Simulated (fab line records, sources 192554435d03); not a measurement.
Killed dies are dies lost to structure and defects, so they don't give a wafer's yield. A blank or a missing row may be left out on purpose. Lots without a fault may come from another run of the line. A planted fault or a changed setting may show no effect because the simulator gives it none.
Split-lot experiment | flow n5_finfet | 7 lots, 21 wafers read, on a route of 1938 steps

THE SPLIT
At N5_BEOL_M11_ETCH_62 (etches SOC in N2/H2, target depth 110 nm, overetch 22 nm, time 165 s), the setting bias_w was moved away from the recipe's 150 W on 6 of the 21 wafers read, by -15.9% to +12.8%. The other wafers ran this setting at the recipe's value.

The reading is taken at the split's own step.

THE READING
rf_vpp_V, in V, at N5_BEOL_M11_ETCH_62 (etches SOC in N2/H2, target depth 110 nm, overetch 22 nm, time 165 s). Fault-free wafers of this fab line usually give 522.7 V, standard deviation 2.6 V.

wafer  | tool, chamber at the split | bias_w as run, W | against the recipe | rf_vpp_V, V | against lot-mates on the recipe
L083.1 | rie_diel-04, 1             | 140.1            | -6.6%              | 504.1       | -19.3
L083.2 | rie_diel-04, 0             | 150              | recipe             | 522.7       | -
L083.6 | rie_diel-04, 0             | 150              | recipe             | 524.1       | -
L084.1 | rie_diel-04, 0             | 150              | recipe             | 521.3       | -
L084.5 | rie_diel-04, 2             | 150              | recipe             | 521.6       | -
L084.6 | rie_diel-04, 1             | 150              | recipe             | 525.1       | -
L085.1 | rie_diel-04, 0             | 150              | recipe             | 523.8       | -
L085.2 | rie_diel-04, 3             | 169.2            | +12.8%             | 563.8       | +37.9
L085.4 | rie_diel-04, 1             | 150              | recipe             | 528.0       | -
L089.3 | rie_diel-03, 0             | 150              | recipe             | 522.0       | -
L089.4 | rie_diel-03, 3             | 150              | recipe             | 522.8       | -
L089.6 | rie_diel-03, 2             | 150              | recipe             | 520.5       | -
L090.2 | rie_diel-03, 0             | 128.7            | -14.2%             | 473.4       | -46.3
L090.4 | rie_diel-03, 3             | 150              | recipe             | 519.7       | -
L090.5 | rie_diel-03, 3             | 128.7            | -14.2%             | 473.3       | -46.4
L092.1 | rie_diel-04, 3             | 134.9            | -10.1%             | 490.2       | -35.3
L092.3 | rie_diel-04, 1             | 150              | recipe             | 525.3       | -
L092.5 | rie_diel-04, 1             | 150              | recipe             | 525.7       | -
L095.2 | rie_diel-04, 1             | 126.1            | -15.9%             | 472.6       | -50.7
L095.5 | rie_diel-04, 1             | 150              | recipe             | 525.9       | -
L095.6 | rie_diel-04, 0             | 150              | recipe             | 520.8       | -

THE FIT
A straight line over all 21 wafers: rf_vpp_V changes by +3.31 V for each +1% of bias_w; r = +0.99; the points scatter about the line by 2.4 V.
The same after taking each lot's own level away (the mean of its wafers on the recipe; 21 wafers): +3.19 V for each +1%; r = +1.00; scatter 1.7 V.
On that fit, the largest move of bias_w shifts the reading by 51 V.
The lots' own levels span 519.70 to 525.90 V, that is 2.4 times the standard deviation above.
So the lot-to-lot level changes the slope little: the two slopes agree.
Check: with one of the wafers moved furthest among these (-15.9%) left out of the fit, the line predicts -51.2 V for it against its lot-mates. It came out at -50.7 V against them.
Tool readings at the split's step, against how far the setting was moved: rf_vpp_V r = +0.99.

OTHER SPLITS ON THESE WAFERS
These wafers also went through other splits before the reading. Each is held against what the fit with the lots' levels taken away leaves over:
other split on the same wafers        | wafers away from the commonest value | r with rf_vpp_V (lot level and that fit taken away)
N5_BEOL_M6_COAT_60 spin_rpm           | 4                                    | +0.02
N5_BEOL_M6_ETCH_62 time_s             | 5                                    | -0.17
N5_BEOL_M6_COAT_22 spin_rpm           | 9                                    | +0.03
N5_BEOL_M7_COAT_64 spin_rpm           | 10                                   | +0.11
N5_BEOL_M7_DESCUM_33 time_s           | 9                                    | +0.12
N5_BEOL_M8_DESCUM_33 time_s           | 10                                   | +0.16
N5_BEOL_M8_ETCH_72 h2_flow_sccm       | 6                                    | -0.22
N5_BEOL_M9_DESCUM_16 time_s           | 5                                    | +0.28
N5_BEOL_M10_EXPOSE_25 dose_mj         | 9                                    | -0.14
N5_BEOL_M10_DEVELOP_27 develop_time_s | 7                                    | -0.01

THE WHOLE CHAIN: every reading that the file lists as answering this split, in the file's order
step                | what it does                                                         | reading                                                                           | change (the file's fit)                | r (the file's)
N5_BEOL_M11_ETCH_62 | etches SOC in N2/H2, target depth 110 nm, overetch 22 nm, time 165 s | rf_vpp_V                                                                          | +3.19 V for each +1% of the setting    | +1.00
N5_BEOL_M11_ETCH_62 | etches SOC in N2/H2, target depth 110 nm, overetch 22 nm, time 165 s | SiARC_of_BEOL_M11_COAT_60.thk_nm (the simulator's own value, which no gauge read) | -0.0777 nm for each +1% of the setting | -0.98

THE FILE'S OWN FIT
rf_vpp_V changes by +3.19 V for each +1% of bias_w, r = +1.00.
